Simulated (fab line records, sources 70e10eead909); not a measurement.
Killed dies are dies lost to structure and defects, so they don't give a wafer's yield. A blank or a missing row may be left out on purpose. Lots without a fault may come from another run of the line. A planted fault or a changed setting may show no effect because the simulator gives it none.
Which tool did it? | flow nand_harc | 11 lots, 33 wafers sampled, at 4 steps of a route of 1159

WHAT THE GAUGES READ, wafer by wafer
NHARC_P_GATE_INSPECT_28.
lot  | measured     | on                | raw_defect_count
L262 | day 4 16:29  | defect_inspect-02 | 10 11 4
L265 | day 5 04:44  | defect_inspect-01 | 11 12 8
L268 | day 6 08:41  | defect_inspect-02 | 5 4 3
L270 | day 6 14:31  | defect_inspect-01 | 7 11 3
L274 | day 8 00:07  | defect_inspect-02 | 7 4 6
L276 | day 8 00:20  | defect_inspect-02 | 9 15 7
L279 | day 8 23:09  | defect_inspect-01 | 6 1 9
L282 | day 9 17:58  | defect_inspect-02 | 459 400 410
L283 | day 10 01:04 | defect_inspect-02 | 431 415 437
L284 | day 10 03:53 | defect_inspect-01 | 6 9 2
L285 | day 10 22:20 | defect_inspect-02 | 1 7 11

WHICH TOOL RAN EACH LOT (tool, then ch and the chambers of the sampled wafers, then the start)
lot  | NHARC_P_ZERO_WELL_DESCUM_54       | NHARC_P_STI_PRECLEAN_38            | NHARC_P_GATE_DESCUM_13
L262 | rie_diel-01 ch 0,2, day 1 17:58   | wet_bench-04 ch 0,4,7, day 3 08:43 | rie_diel-13 ch 1,3, day 4 01:17
L265 | rie_diel-01 ch 0,2,3, day 2 11:48 | wet_bench-03 ch 2,4,5, day 3 22:10 | rie_diel-12 ch 1,2, day 4 14:26
L268 | rie_diel-01 ch 0,1,3, day 3 06:00 | wet_bench-04 ch 2,5,6, day 4 22:19 | rie_diel-10 ch 0,1, day 5 16:30
L270 | rie_diel-02 ch 0,1,2, day 3 17:48 | wet_bench-03 ch 0,2,3, day 5 06:44 | rie_diel-12 ch 0,1,3, day 5 23:05
L274 | rie_diel-02 ch 0,1, day 4 17:59   | wet_bench-01 ch 1,3,4, day 6 17:21 | rie_diel-10 ch 0,2,3, day 7 09:40
L276 | rie_diel-01 ch 0,1,2, day 5 06:05 | wet_bench-03 ch 0,1,3, day 6 17:23 | rie_diel-13 ch 1,2,3, day 7 09:53
L279 | rie_diel-05 ch 1,3, day 6 00:20   | wet_bench-04 ch 2,3,5, day 7 15:20 | rie_diel-12 ch 1,2, day 8 08:55
L282 | rie_diel-05 ch 0,2,3, day 6 18:03 | wet_bench-04 ch 1,2,7, day 8 07:50 | rie_diel-13 ch 1,2,3, day 9 02:13
L283 | rie_diel-05 ch 0,2, day 6 23:52   | wet_bench-04 ch 1,5,7, day 8 14:27 | rie_diel-13 ch 0,1,2, day 9 10:01
L284 | rie_diel-02 ch 0,1,2, day 7 06:02 | wet_bench-01 ch 2,3,6, day 8 21:25 | rie_diel-13 ch 0,1,3, day 9 14:13
L285 | rie_diel-05 ch 0,1, day 7 12:35   | wet_bench-03 ch 0,2,3, day 9 05:35 | rie_diel-12 ch 0,2, day 10 05:13
- NHARC_P_ZERO_WELL_DESCUM_54: chemistry O2, time 3 s.
- NHARC_P_STI_PRECLEAN_38: cleans in SC1.
- NHARC_P_GATE_DESCUM_13: chemistry O2, time 3 s.

THE ANSWER, worked out from the rows above alone
Rule: what is usual is taken from the lots themselves. Put in order of their means at a reading, lots are off if they are a third of the lots or fewer, leave a main group of 4 or more, and stand apart from it by a gap of 3 or more times the standard deviation of the main group's means; of several such gaps the widest counts. A main group whose means are all the same, to the digits that the tables above print for the reading, isn't used. A lot without any number at a reading at which 4 lots or more have one is off too. The other lots that the step has rows for count as sound.
Off: L282, L283, at NHARC_P_GATE_INSPECT_28 (raw_defect_count). The main group: mean 7, standard deviation 2.1.
A tool fits if, at a process step before that reading, it ran every lot that is off, and no sound lot after the first of them. The gauges at NHARC_P_GATE_INSPECT_28 are tried like those tools. One fits: wet_bench-04 at NHARC_P_STI_PRECLEAN_38. Its last sound lot is L279 (day 7 15:20), its first lot that is off L282 (day 8 07:50): a fault that began between those two fits.

WHAT THE SIMULATOR HAD PUT IN
Chamber particle source: wet_bench-04, from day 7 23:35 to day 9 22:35, at NHARC_P_STI_PRECLEAN_38. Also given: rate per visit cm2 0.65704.
Lots struck among those shown: L282, L283. The rule above found the same.
